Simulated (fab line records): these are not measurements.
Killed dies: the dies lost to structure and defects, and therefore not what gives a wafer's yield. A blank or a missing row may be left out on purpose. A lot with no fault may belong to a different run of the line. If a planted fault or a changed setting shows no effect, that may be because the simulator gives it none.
2 desks looking at one fault -- flow n5_finfet -- each desk holds nothing but its own numbers, with what lay behind them at the end

## DESK OF THE TOOL OWNER: rie_diel-05
The tool's own readings at N5_BEOL_M0_ETCH_138 (etches SiCN in CH3F/O2, target depth 12 nm, time 31.6 s): means of the sampled wafers that have a number, for each lot that ran on this tool. If a lot's mean is further than 4 standard deviations from the usual mean, the lot is out of limits and carries the mark OUT (the distance appears in the brackets). Only the readings that lie furthest out on some lot appear, 7 of the 8 it has.
Columns: A = CH3F_flow_sccm at N5_BEOL_M0_ETCH_138, usual 30.00 sccm; B = O2_flow_sccm at N5_BEOL_M0_ETCH_138, usual 20.00 sccm; C = drypump_motor_current_A at N5_BEOL_M0_ETCH_138, usual 5.7 A; D = etch_rf_on_time_s at N5_BEOL_M0_ETCH_138, usual 29.3 s; E = oes_product_au at N5_BEOL_M0_ETCH_138, usual 0.66 a.u.; F = showerhead_plenum_p_Torr at N5_BEOL_M0_ETCH_138, usual 1.98 Torr; G = throttle_valve_pct at N5_BEOL_M0_ETCH_138, usual 16.44 %
lot,first seen here,A,B,C,D,E,F,G
L218,day 6 05:08,30.03,19.99,6.1,29.0,0.69,2.00,16.22
L234,day 10 07:52,30.06,19.97,5.9,29.7,0.65,1.98,16.41
L235,day 10 09:00,29.99,19.92,5.6,29.4,0.62,1.98,16.55
L236,day 10 19:30,29.87,20.00,5.9,30.0,0.61,1.94,16.64
L238,day 11 07:02,30.03,20.01,6.0,28.9,0.64,1.95,16.42
Finding of this desk: none of the 5 lots has anything out of limits.

## FROM THE METROLOGY DESK
What the gauges read, lot by lot, whatever tool the lot ran on: means of the sampled wafers that have a number. If a lot's mean is further than 4 standard deviations from the usual mean, the lot is out of limits and carries the mark OUT (the distance appears in the brackets). Readings shown: 7 out of 12 (the first out of limits, and those lying furthest out on some lot).
Columns: A = trench_depth_nm at N5_BEOL_M0_OCD_MEAS_108, usual 32.9 nm; B = DIBL_N at N5_BEOL_M4_RC_MEAS_101, usual 35.9 mV/V; C = IOFF_P at N5_BEOL_M4_RC_MEAS_101, usual 0.21 nA/um; D = ION_N at N5_BEOL_M4_RC_MEAS_101, usual 672 uA/um; E = ION_P at N5_BEOL_M4_RC_MEAS_101, usual 462 uA/um; F = VT_N at N5_BEOL_M4_RC_MEAS_101, usual 250 mV; G = VT_P at N5_BEOL_M4_RC_MEAS_101, usual -250 mV
lot,first seen here,A,B,C,D,E,F,G
L218,day 6 04:45,32.7,32.9,0.14,647,444,257,-258
L223,day 7 11:20,0.0 (-46) OUT,-,-,-,-,-,-
L224,day 7 14:55,0.0 (-46) OUT,-,-,-,-,-,-
L234,day 10 07:31,32.2,36.8,0.20,680,466,252,-253
L235,day 10 08:37,32.3,34.6,0.17,669,460,252,-253
L236,day 10 18:55,33.4,36.2,0.24,682,471,246,-247
L237,day 10 23:56,33.3,36.2,0.21,667,457,251,-249
L238,day 11 06:47,32.2,37.3,0.23,682,467,249,-248
This desk's verdict: out of limits on L223, L224, starting with L223 at day 7 12:23 (trench_depth_nm at N5_BEOL_M0_OCD_MEAS_108). In limits: L218, L234, L235, L236, L237, L238.

## BROUGHT TOGETHER
The metrology desk could have raised an alarm at day 7 12:23, on L223, L224.
The tool owner's desk saw nothing out of limits.
The tool owner's desk has no number on record for L223, L224.
Of the lots named, all ran N5_BEOL_M0_ETCH_138 on rie_diel-05.

## WHAT WAS PUT IN BY THE SIMULATOR
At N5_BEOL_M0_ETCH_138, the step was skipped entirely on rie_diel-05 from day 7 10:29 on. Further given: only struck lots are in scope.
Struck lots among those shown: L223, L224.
Hours from the fault's start to each desk's first reading out of limits: the metrology desk, 2.
